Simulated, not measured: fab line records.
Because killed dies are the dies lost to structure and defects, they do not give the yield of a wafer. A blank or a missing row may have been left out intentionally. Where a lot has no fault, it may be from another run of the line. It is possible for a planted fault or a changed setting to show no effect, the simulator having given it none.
Chamber matching | flow n5-finfet | 3 sister chambers for N5_GATE_CUT_PECVD_57 on pecvd-04
The step deposits SiNx from SiH4/NH3/N2, target thk 21 nm. 16 wafers are shown with their chamber, then 8 later ones without.

== WAFERS PAIRED WITH THEIR CHAMBERS ==
wafer  | chamber | showerhead-plenum-p-Torr (Torr) | throttle-valve-pct (%) | heater-power-w (W)
L074.1 | 2       | 5.00                            | 37.3                   | 781
L074.3 | 1       | 5.16                            | 41.7                   | 704
L074.5 | 0       | 5.14                            | 40.2                   | 780
L075.1 | 1       | 5.17                            | 41.3                   | 703
L075.3 | 2       | 4.98                            | 37.8                   | 676
L075.6 | 0       | 5.15                            | 40.4                   | 854
L079.1 | 0       | 5.15                            | 40.2                   | 788
L079.2 | 1       | 5.16                            | 41.9                   | 621
L079.4 | 1       | 5.17                            | 41.4                   | 619
L082.1 | 2       | 4.99                            | 37.8                   | 703
L082.4 | 1       | 5.16                            | 41.4                   | 663
L082.6 | 0       | 5.16                            | 40.1                   | 778
L085.2 | 0       | 5.15                            | 40.1                   | 851
L085.4 | 0       | 5.15                            | 40.2                   | 857
L085.6 | 2       | 4.99                            | 37.7                   | 803
L086.2 | 0       | 5.15                            | 40.2                   | 812

SIGNATURES (averages over the wafers above)
reading                  | chamber 0 | chamber 1 | chamber 2 | scatter within a chamber
showerhead-plenum-p-Torr | 5.1500    | 5.1640    | 4.9900    | 0.00632
throttle-valve-pct       | 40.200    | 41.540    | 37.650    | 0.193
heater-power-w           | 817.14    | 662.00    | 740.75    | 44.7
Rule: a wafer lies at a distance from a chamber equal to the root of the sum of squares, over the readings, of (its reading less the chamber's mean, divided by the reading's scatter). The wafer belongs to the nearest chamber; if the next one is less than 2 further off, it can't be placed. How the scatter is found: for the shown wafers, subtract from each reading the mean of its chamber, square and add these, divide the total by (wafers less chambers), then take the root.

== WAFERS WITHOUT THEIR CHAMBER ==
wafer  | showerhead-plenum-p-Torr (Torr) | throttle-valve-pct (%) | heater-power-w (W)
L086.4 | 5.00                            | 37.9                   | 703
L086.5 | 5.15                            | 40.1                   | 795
L092.2 | 5.00                            | 37.8                   | 765
L092.3 | 5.13                            | 39.9                   | 836
L092.5 | 5.16                            | 41.6                   | 766
L093.2 | 5.14                            | 40.1                   | 880
L093.4 | 5.14                            | 39.9                   | 898
L093.6 | 5.00                            | 37.8                   | 710

== WHICH CHAMBER EACH WENT THROUGH ==
wafer  | from the rows above | in truth
L086.4 | 2                   | 2
L086.5 | 0                   | 0
L092.2 | 2                   | 2
L092.3 | 0                   | 0
L092.5 | 1                   | 1
L093.2 | 0                   | 0
L093.4 | 0                   | 0
L093.6 | 2                   | 2
Placed correctly: 8 of 8. From these rows, 0 cannot be placed. Placed wrongly: 0.
